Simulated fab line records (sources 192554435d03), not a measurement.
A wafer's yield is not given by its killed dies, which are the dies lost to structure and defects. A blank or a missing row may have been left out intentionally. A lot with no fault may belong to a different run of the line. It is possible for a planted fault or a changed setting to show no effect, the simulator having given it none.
Chamber matching -- flow n5-finfet -- 4 sister chambers for N5_MOL_CONTACT_COAG_ALD_27 on ald-sin-02
The step deposits SiOC, target thk 17 nm, pulse time 1.5 s, time 2720 s. 4 wafers are shown with their chamber, then 10 later ones without.

## EACH WAFER AND ITS CHAMBER
wafer,chamber,heater-power-outer-w (W)
L083.6,1,477
L085.5,3,522
L088.1,2,497
L088.3,0,461

## WAFERS WITH NO CHAMBER GIVEN
wafer,heater-power-outer-w (W)
L088.4,492
L090.3,503
L090.4,494
L090.6,496
L091.2,518
L091.4,452
L091.5,469
L093.1,484
L093.2,495
L093.6,505

## THE CHAMBER EACH PASSED THROUGH
wafer,from the rows above,in truth
L088.4,can't be placed: 2 or 1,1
L090.3,2,2
L090.4,2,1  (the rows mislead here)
L090.6,2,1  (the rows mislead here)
L091.2,3,3
L091.4,0,0
L091.5,can't be placed: 0 or 1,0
L093.1,can't be placed: 1 or 2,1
L093.2,2,2
L093.6,can't be placed: 2 or 3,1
4 of 10 placed correctly. Not placeable from these rows: 4 (in 3, the candidates include the true chamber). Number placed wrongly: 2.
How it was worked out, from the rows above alone: a wafer's distance from a chamber is the root of the sum, over the readings, of the square of ((its reading less the chamber's mean) divided by the reading's scatter). The wafer belongs to the nearest chamber; if the next one is less than 2 further off, it can't be placed. A chamber's mean is the mean of its shown wafers. The scatter: root of mean squared gap, hidden wafer to nearest shown wafer, with one shown wafer a chamber.
